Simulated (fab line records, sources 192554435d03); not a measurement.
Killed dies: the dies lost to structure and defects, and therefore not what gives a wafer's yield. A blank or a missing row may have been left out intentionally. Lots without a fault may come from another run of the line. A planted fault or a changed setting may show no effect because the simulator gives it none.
Which of the tools did it? | flow n5_finfet | 32 wafers from 11 lots sampled at 5 of the route's 1938 steps

## WHAT THE GAUGES SHOWED, per wafer
No reading from a measuring or inspecting step in the record can be judged against a usual standard deviation.

## WHICH TOOL RAN EACH LOT (tool, then ch and the chambers of the sampled wafers, then the start)
lot  | N5_MOL_CONTACT_COAG_SPUTTER_143 | N5_PASSIVATION_ETCH_59            | N5_PASSIVATION_STRIP_34            | N5_PASSIVATION_STRIP_48            | N5_PASSIVATION_PROBE_49
L378 | pvd_sputter-03, day 4 17:42     | rie_metal-01 ch 0, day 13 02:22   | rie_diel-04 ch 1,3, day 13 02:29   | rie_diel-04 ch 0,3, day 13 04:18   | prober-02, day 13 06:51
L379 | pvd_sputter-03, day 5 01:49     | rie_metal-01 ch 1, day 13 10:33   | rie_diel-04 ch 1,2, day 13 10:46   | rie_diel-06 ch 0,2,3, day 13 12:42 | prober-02, day 13 15:14
L380 | pvd_sputter-03, day 5 06:12     | rie_metal-03 ch 0,1, day 14 02:05 | rie_diel-04 ch 0,1,2, day 14 02:13 | rie_diel-06 ch 0,1,2, day 14 04:01 | -
L381 | pvd_sputter-03, day 5 14:17     | rie_metal-02 ch 0,1, day 13 14:49 | rie_diel-05 ch 0,1, day 13 14:55   | rie_diel-06 ch 0,1,2, day 13 16:37 | -
L382 | pvd_sputter-01, day 5 18:15     | rie_metal-03 ch 0,1, day 14 02:44 | rie_diel-05 ch 0,1, day 14 02:52   | rie_diel-05 ch 0,1, day 14 04:32   | prober-01, day 14 07:02
L384 | pvd_sputter-03, day 6 08:44     | rie_metal-01 ch 0,1, day 14 07:43 | rie_diel-06 ch 0,1,3, day 14 07:49 | rie_diel-05 ch 1,3, day 14 09:29   | -
L389 | pvd_sputter-03, day 7 13:24     | rie_metal-02 ch 0,1, day 15 03:22 | rie_diel-06 ch 1,2,3, day 15 03:26 | rie_diel-05 ch 0,2, day 15 05:15   | prober-01, day 15 07:51
L391 | pvd_sputter-03, day 9 00:26     | rie_metal-02 ch 0,1, day 15 18:05 | rie_diel-04 ch 0,2,3, day 15 18:11 | rie_diel-04 ch 0,1,3, day 15 19:53 | prober-02, day 15 22:22
L393 | pvd_sputter-02, day 9 06:23     | rie_metal-03 ch 0,1, day 16 05:15 | rie_diel-04 ch 0,2,3, day 16 05:22 | rie_diel-05 ch 0,1,2, day 16 07:08 | prober-02, day 16 09:44
L396 | pvd_sputter-02, day 10 18:28    | rie_metal-03 ch 0,1, day 18 10:29 | rie_diel-04 ch 0,2,3, day 18 10:37 | rie_diel-04 ch 0,2,3, day 18 12:56 | prober-02, day 18 15:34
L401 | pvd_sputter-01, day 11 02:09    | rie_metal-02 ch 1, day 19 10:18   | rie_diel-04 ch 1,2, day 19 10:35   | rie_diel-04 ch 1,2, day 19 15:25   | -
- N5_MOL_CONTACT_COAG_SPUTTER_143: material Co, target thk 2.5 nm.
- N5_PASSIVATION_ETCH_59: etches TaN in Cl2/BCl3, target depth 65 nm, time 34.9 s.
- N5_PASSIVATION_STRIP_34: strips in O2.
- N5_PASSIVATION_STRIP_48: strips in O2.
- N5_PASSIVATION_PROBE_49

## AS READ BY THE TOOLS THEMSELVES (means over the sampled wafers that have a number; for cases with no such wafer, the mark the record gives instead)
N5_MOL_CONTACT_COAG_SPUTTER_143. Usual: 30.5 % for throttle_valve_pct, sd 1.2.
lot  | tool           | throttle_valve_pct (%) | flag
L378 | pvd_sputter-03 | 30.4                   |
L379 | pvd_sputter-03 | 30.4                   |
L380 | pvd_sputter-03 | 32.1                   |
L381 | pvd_sputter-03 | 29.8                   |
L382 | pvd_sputter-01 | 30.7                   |
L384 | pvd_sputter-03 | 30.2                   |
L389 | pvd_sputter-03 | 31.6                   |
L391 | pvd_sputter-03 | 30.4                   |
L393 | pvd_sputter-02 | 29.2                   |
L396 | pvd_sputter-02 | 28.9                   |
L401 | pvd_sputter-01 | 31.1                   |

N5_PASSIVATION_ETCH_59. Usual: drypump_motor_current_A 5.4 A, standard deviation 0.32; he_backside_leak_sccm 3.31 sccm, standard deviation 0.26; oes_product_au 0.81 a.u., standard deviation 0.1; throttle_valve_pct 21.20 %, standard deviation 0.27.
lot  | tool         | drypump_motor_current_A (A) | he_backside_leak_sccm (sccm) | oes_product_au (a.u.) | throttle_valve_pct (%) | flag
L378 | rie_metal-01 | 5.1                         | 3.15                         | 0.77                  | 21.21                  |
L379 | rie_metal-01 | 6.0                         | 3.30                         | 0.67                  | 21.74                  |
L380 | rie_metal-03 | 5.5                         | 3.32                         | 0.75                  | 21.35                  |
L381 | rie_metal-02 | 5.2                         | 3.47                         | 0.90                  | 20.92                  |
L382 | rie_metal-03 | 5.5                         | 3.27                         | 0.76                  | 21.36                  |
L384 | rie_metal-01 | 5.4                         | 3.25                         | 0.74                  | 21.38                  |
L389 | rie_metal-02 | 5.2                         | 3.43                         | 0.88                  | 20.91                  |
L391 | rie_metal-02 | 5.2                         | 3.32                         | 0.90                  | 20.90                  |
L393 | rie_metal-03 | 5.5                         | 3.31                         | 0.75                  | 21.36                  |
L396 | rie_metal-03 | 5.3                         | 3.22                         | 0.69                  | 21.33                  |
L401 | rie_metal-02 | 5.2                         | 3.67                         | 0.90                  | 20.89                  |

N5_PASSIVATION_STRIP_34. Usual: drypump_motor_current_A 5.6 A, standard deviation 0.49; oes_product_au 0.78 a.u., standard deviation 0.081; rf_vpp_V 3.7 V, standard deviation 1.6; showerhead_plenum_p_Torr 2.09 Torr, standard deviation 0.072; throttle_valve_pct 16.69 %, standard deviation 0.24.
lot  | tool        | drypump_motor_current_A (A) | oes_product_au (a.u.) | rf_vpp_V (V) | showerhead_plenum_p_Torr (Torr) | throttle_valve_pct (%) | flag
L378 | rie_diel-04 | 5.8                         | 0.72                  | 3.3          | 2.04                            | 16.77                  |
L379 | rie_diel-04 | 5.9                         | 0.71                  | 3.3          | 2.14                            | 16.62                  |
L380 | rie_diel-04 | 5.5                         | 0.74                  | 3.3          | 2.12                            | 16.61                  |
L381 | rie_diel-05 | 5.5                         | 0.83                  | 4.7          | 2.09                            | 16.74                  |
L382 | rie_diel-05 | 6.0                         | 0.78                  | 2.7          | 2.04                            | 16.77                  |
L384 | rie_diel-06 | 5.9                         | 0.79                  | 2.9          | 2.13                            | 16.83                  |
L389 | rie_diel-06 | 5.6                         | 0.79                  | 4.5          | 2.09                            | 16.64                  |
L391 | rie_diel-04 | 5.5                         | 0.76                  | 4.5          | 2.06                            | 16.77                  |
L393 | rie_diel-04 | 5.4                         | 0.74                  | 5.2          | 2.06                            | 16.80                  |
L396 | rie_diel-04 | 5.4                         | 0.71                  | 4.7          | 2.05                            | 16.83                  |
L401 | rie_diel-04 | 5.8                         | 0.84                  | 3.0          | 2.11                            | 16.52                  |

N5_PASSIVATION_STRIP_48. Usual: drypump_motor_current_A 5.6 A, standard deviation 0.49; oes_product_au 0.79 a.u., standard deviation 0.08; rf_vpp_V 3.4 V, standard deviation 2.1; showerhead_plenum_p_Torr 2.10 Torr, standard deviation 0.076; throttle_valve_pct 16.68 %, standard deviation 0.27.
lot  | tool        | drypump_motor_current_A (A) | oes_product_au (a.u.) | rf_vpp_V (V) | showerhead_plenum_p_Torr (Torr) | throttle_valve_pct (%) | flag
L378 | rie_diel-04 | 5.1                         | 0.75                  | 2.6          | 2.06                            | 16.66                  |
L379 | rie_diel-06 | 5.6                         | 0.84                  | 2.5          | 2.16                            | 16.63                  |
L380 | rie_diel-06 | 5.5                         | 0.84                  | 2.9          | 2.09                            | 16.55                  |
L381 | rie_diel-06 | 5.5                         | 0.85                  | 2.8          | 2.09                            | 16.51                  |
L382 | rie_diel-05 | 6.1                         | 0.76                  | 3.8          | 2.04                            | 16.72                  |
L384 | rie_diel-05 | 5.4                         | 0.90                  | 2.4          | 2.14                            | 16.68                  |
L389 | rie_diel-05 | 5.6                         | 0.82                  | 1.5          | 2.13                            | 16.42                  |
L391 | rie_diel-04 | 5.5                         | 0.72                  | 4.9          | 2.07                            | 16.65                  |
L393 | rie_diel-05 | 5.6                         | 0.81                  | 2.2          | 2.11                            | 16.61                  |
L396 | rie_diel-04 | 5.4                         | 0.71                  | 2.9          | 2.05                            | 16.81                  |
L401 | rie_diel-04 | 5.8                         | 0.81                  | 3.5          | 2.11                            | 16.55                  |

N5_PASSIVATION_PROBE_49. Usual: defect_limited_yield 91.0 %, standard deviation 1.6; killed_at_M0_to_M3 35, standard deviation 11; killed_at_M4_up 14, standard deviation 5.3; killed_at_contacts 13, standard deviation 6.7; killed_at_front_end 41, standard deviation 12; killed_at_other 3.9, standard deviation 2.7; killed_dies 106, standard deviation 19; killed_open 70, standard deviation 14; killed_short 35, standard deviation 8.8; sort_bin_4_leakage 0.01 %, standard deviation 0.058; sort_bin_5_function 5.3 %, standard deviation 1; sort_bin_6_memory 3.3 %, standard deviation 0.81; sort_n_pass 1073, standard deviation 19; sort_yield_pct 91.0 %, standard deviation 1.6.
lot  | tool      | defect_limited_yield (%) | killed_at_M0_to_M3 | killed_at_M4_up | killed_at_contacts | killed_at_front_end | killed_at_other | killed_dies | killed_open | killed_short | sort_bin_4_leakage (%) | sort_bin_5_function (%) | sort_bin_6_memory (%) | sort_n_pass | sort_yield_pct (%) | flag
L378 | prober-02 | 91.5                     | 30                 | 20              | 14                 | 34                  | 3.3             | 100         | 72          | 23           | 0.00                   | 4.8                     | 3.3                   | 1080        | 91.5               |
L379 | prober-02 | 90.9                     | 22                 | 14              | 16                 | 51                  | 5.0             | 108         | 69          | 34           | 0.00                   | 5.0                     | 3.6                   | 1072        | 90.9               |
L382 | prober-01 | 92.5                     | 32                 | 14              | 9                  | 29                  | 3.7             | 88          | 54          | 32           | 0.00                   | 4.7                     | 2.6                   | 1092        | 92.5               |
L389 | prober-01 | 81.2                     | 34                 | 12              | 139                | 29                  | 6.7             | 222         | 60          | 28           | 0.00                   | 12.1                    | 3.9                   | 958         | 81.2               | OFF
L391 | prober-02 | 79.8                     | 38                 | 16              | 136                | 42                  | 5.7             | 239         | 73          | 44           | 0.00                   | 12.8                    | 4.3                   | 941         | 79.8               | OFF
L393 | prober-02 | 92.6                     | 18                 | 8               | 16                 | 44                  | 1.0             | 87          | 57          | 29           | 0.00                   | 4.0                     | 3.4                   | 1093        | 92.6               |
L396 | prober-02 | 89.8                     | 34                 | 12              | 12                 | 61                  | 1.3             | 120         | 83          | 35           | 0.00                   | 5.8                     | 4.0                   | 1060        | 89.8               |

## THE ANSWER, worked out from the rows above alone
Rule: take the mean of a lot's wafers that have a number; if it is more than 3 standard deviations from the usual mean, the lot is off. Also off: a lot with no number at a reading for which 4 or more lots have one. The other lots that the step has rows for count as sound. After the gauges, taken in route order, come the tools' own readings; for these a lot's mean is taken, as printed above. The first step at which some lot is off is used, and at that step the reading that is off furthest; a lot without a number counts as furthest.
Off at N5_PASSIVATION_PROBE_49 (killed_at_contacts): L389, L391. Neither off nor sound, because the step has no rows for them: L380, L381, L384, L401.
If a tool, at that step or one of the process steps before it, ran each lot that is off and ran no sound lot following the first of them, it fits. This does not decide it: 2 tools fit, namely pvd_sputter-03 at N5_MOL_CONTACT_COAG_SPUTTER_143 and rie_metal-02 at N5_PASSIVATION_ETCH_59.

## WHAT WAS PUT IN BY THE SIMULATOR
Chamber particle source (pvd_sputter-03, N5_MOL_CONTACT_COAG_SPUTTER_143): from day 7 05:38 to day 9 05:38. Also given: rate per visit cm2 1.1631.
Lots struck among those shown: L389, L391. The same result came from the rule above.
